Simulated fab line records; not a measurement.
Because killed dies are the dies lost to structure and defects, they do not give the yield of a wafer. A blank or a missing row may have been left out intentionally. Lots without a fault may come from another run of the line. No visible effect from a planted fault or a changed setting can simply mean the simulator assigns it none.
Which tool was responsible? :: flow n5_finfet :: 36 wafers from 12 lots sampled at 5 of the route's 1938 steps

== WHAT THE GAUGES SHOWED, per wafer ==
N5_BEOL_M10_OCD_MEAS_38.
lot: L075
measured: day 9 21:56
on: ocd-01
trench_depth_nm (nm): 151 151 147

lot: L077
measured: day 10 12:50
on: ocd-01
trench_depth_nm (nm): 147 154 148

lot: L079
measured: day 10 22:33
on: ocd-02
trench_depth_nm (nm): 151 150 146

lot: L081
measured: day 11 11:48
on: ocd-01
trench_depth_nm (nm): 153 149 147

lot: L082
measured: day 11 20:14
on: ocd-02
trench_depth_nm (nm): 156 151 154

lot: L085
measured: day 12 08:43
on: ocd-01
trench_depth_nm (nm): 153 149 154

lot: L087
measured: day 12 18:57
on: ocd-02
trench_depth_nm (nm): 149 143 144

lot: L090
measured: day 13 06:23
on: ocd-02
trench_depth_nm (nm): 148 150 150

lot: L089
measured: day 13 12:31
on: ocd-02
trench_depth_nm (nm): 145 146 145

lot: L093
measured: day 13 23:38
on: ocd-01
trench_depth_nm (nm): 153 154 157

lot: L095
measured: day 14 10:40
on: ocd-02
trench_depth_nm (nm): 146 151 147

lot: L097
measured: day 15 15:29
on: ocd-02
trench_depth_nm (nm): 156 146 153

== EACH LOT AND THE TOOL THAT RAN IT (in order: tool; ch and the chambers of the sampled wafers; start) ==
lot: L075
N5_BEOL_M9_DEGAS_44: pvd_sputter-03, day 9 13:34
N5_BEOL_M9_ALD_74: ald_metal-03 ch 0,3, day 9 13:40
N5_BEOL_M10_ETCH_62: rie_diel-04 ch 1,3, day 9 20:13
N5_BEOL_M10_STRIP_36: rie_diel-02 ch 0,1, day 9 21:43

lot: L077
N5_BEOL_M9_DEGAS_44: pvd_sputter-02, day 10 06:16
N5_BEOL_M9_ALD_74: ald_metal-02 ch 0,3, day 10 06:22
N5_BEOL_M10_ETCH_62: rie_diel-02 ch 0,3, day 10 10:46
N5_BEOL_M10_STRIP_36: rie_diel-04 ch 0,1, day 10 12:36

lot: L079
N5_BEOL_M9_DEGAS_44: pvd_sputter-03, day 10 15:33
N5_BEOL_M9_ALD_74: ald_metal-01 ch 0,1, day 10 15:39
N5_BEOL_M10_ETCH_62: rie_diel-02 ch 0,1,2, day 10 20:38
N5_BEOL_M10_STRIP_36: rie_diel-02 ch 0,2,3, day 10 22:19

lot: L081
N5_BEOL_M9_DEGAS_44: pvd_sputter-02, day 11 04:56
N5_BEOL_M9_ALD_74: ald_metal-02 ch 0,1,2, day 11 05:04
N5_BEOL_M10_ETCH_62: rie_diel-06 ch 0,2,3, day 11 10:12
N5_BEOL_M10_STRIP_36: rie_diel-04 ch 0,1,2, day 11 11:34

lot: L082
N5_BEOL_M9_DEGAS_44: pvd_sputter-03, day 11 12:51
N5_BEOL_M9_ALD_74: ald_metal-02 ch 0,1,2, day 11 12:58
N5_BEOL_M10_ETCH_62: rie_diel-06 ch 0,2,3, day 11 18:26
N5_BEOL_M10_STRIP_36: rie_diel-06 ch 0,1,2, day 11 20:00

lot: L085
N5_BEOL_M9_DEGAS_44: pvd_sputter-01, day 12 02:30
N5_BEOL_M9_ALD_74: ald_metal-03 ch 0,1, day 12 02:36
N5_BEOL_M10_ETCH_62: rie_diel-02 ch 0,1,3, day 12 07:13
N5_BEOL_M10_STRIP_36: rie_diel-06 ch 1,2, day 12 08:30

lot: L087
N5_BEOL_M9_DEGAS_44: pvd_sputter-02, day 12 12:49
N5_BEOL_M9_ALD_74: ald_metal-03 ch 0,2,3, day 12 12:56
N5_BEOL_M10_ETCH_62: rie_diel-06 ch 0,1,3, day 12 16:16
N5_BEOL_M10_STRIP_36: rie_diel-02 ch 0,2, day 12 18:44

lot: L090
N5_BEOL_M9_DEGAS_44: pvd_sputter-01, day 12 23:02
N5_BEOL_M9_ALD_74: ald_metal-02 ch 0,1,2, day 12 23:10
N5_BEOL_M10_ETCH_62: rie_diel-04 ch 1,2,3, day 13 03:22
N5_BEOL_M10_STRIP_36: rie_diel-02 ch 1,3, day 13 06:10

lot: L089
N5_BEOL_M9_DEGAS_44: pvd_sputter-02, day 13 06:39
N5_BEOL_M9_ALD_74: ald_metal-03 ch 0,1,2, day 13 06:45
N5_BEOL_M10_ETCH_62: rie_diel-04 ch 0,3, day 13 10:50
N5_BEOL_M10_STRIP_36: rie_diel-04 ch 0,2,3, day 13 12:18

lot: L093
N5_BEOL_M9_DEGAS_44: pvd_sputter-03, day 13 18:15
N5_BEOL_M9_ALD_74: ald_metal-02 ch 1,2, day 13 18:21
N5_BEOL_M10_ETCH_62: rie_diel-02 ch 0,2,3, day 13 21:56
N5_BEOL_M10_STRIP_36: rie_diel-06 ch 1,2, day 13 23:25

lot: L095
N5_BEOL_M9_DEGAS_44: pvd_sputter-02, day 14 03:11
N5_BEOL_M9_ALD_74: ald_metal-01 ch 0,1,2, day 14 03:17
N5_BEOL_M10_ETCH_62: rie_diel-06 ch 0,2,3, day 14 09:17
N5_BEOL_M10_STRIP_36: rie_diel-04 ch 0,1,2, day 14 10:26

lot: L097
N5_BEOL_M9_DEGAS_44: pvd_sputter-02, day 15 08:42
N5_BEOL_M9_ALD_74: ald_metal-01 ch 1,2,3, day 15 08:49
N5_BEOL_M10_ETCH_62: rie_diel-04 ch 2,3, day 15 14:05
N5_BEOL_M10_STRIP_36: rie_diel-06 ch 1,2,3, day 15 15:15
- N5_BEOL_M9_DEGAS_44: time 60 s.
- N5_BEOL_M9_ALD_74: deposits TaN, target thk 2 nm, pulse time 2 s, purge time 3 s.
- N5_BEOL_M10_ETCH_62: etches SOC in N2/H2, target depth 110 nm, overetch 22 nm, time 165 s.
- N5_BEOL_M10_STRIP_36: strips in N2/H2.

== THE ANSWER, worked out from the rows above alone ==
Rule: the usual values come from the lots themselves. The widest of any qualifying gaps counts: lots, ordered by their means at a reading, are off when they make up no more than a third of the lots, leave a main group of 4 or more, and stand apart from it by 3 or more times the standard deviation of that group's means. If all means in a main group match to the digits the tables above print for the reading, that group is not used. Also off: a lot with no number at a reading for which 4 or more lots have one. The other lots that the step has rows for count as sound.
No lot is off at any reading shown: from this, nothing can be told.

== WHAT WAS PUT IN BY THE SIMULATOR ==
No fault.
